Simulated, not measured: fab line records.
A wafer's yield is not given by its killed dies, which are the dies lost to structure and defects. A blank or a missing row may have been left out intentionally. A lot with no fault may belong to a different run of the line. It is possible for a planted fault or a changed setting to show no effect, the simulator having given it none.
Matching of chambers -- flow n5Finfet -- 4 sister chambers for N5_BEOL_M0_SAQP_SPACER2_ALD_26 on aldSin-04
The step deposits SiO2, target thk 15 nm, pulse time 1 s, purge time 2 s. 4 wafers are shown with their chamber, then 12 later ones without.

WAFERS WITH THEIR CHAMBER
wafer,chamber,heaterPowerW (W)
L088.1,2,495
L089.1,1,418
L089.4,0,434
L089.6,3,567

WAFERS WITHOUT THEIR CHAMBER
wafer,heaterPowerW (W)
L091.2,448
L091.3,567
L091.5,420
L094.2,445
L094.3,439
L094.6,480
L095.2,428
L095.5,477
L095.6,572
L096.4,429
L096.5,471
L096.6,423

WHICH CHAMBER EACH WENT THROUGH
wafer,from the rows above,in truth
L091.2,can't be placed: 0 or 1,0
L091.3,3,3
L091.5,can't be placed: 1 or 0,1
L094.2,can't be placed: 0 or 1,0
L094.3,can't be placed: 0 or 1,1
L094.6,2,2
L095.2,can't be placed: 0 or 1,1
L095.5,2,2
L095.6,3,3
L096.4,can't be placed: 0 or 1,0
L096.5,can't be placed: 2 or 0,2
L096.6,can't be placed: 1 or 0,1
Correct placement for 4 of the 12. These rows do not allow placing 8 (true chamber among the candidates in 8). Placed wrongly: 0.
How it was worked out, from the rows above alone: a wafer's distance from a chamber is the root of the sum, over the readings, of the square of ((its reading less the chamber's mean) divided by the reading's scatter). The wafer belongs to the nearest chamber; if the next one is less than 2 further off, it can't be placed. A chamber's mean is the mean of its shown wafers. The scatter: root of mean squared gap, hidden wafer to nearest shown wafer, with one shown wafer a chamber.
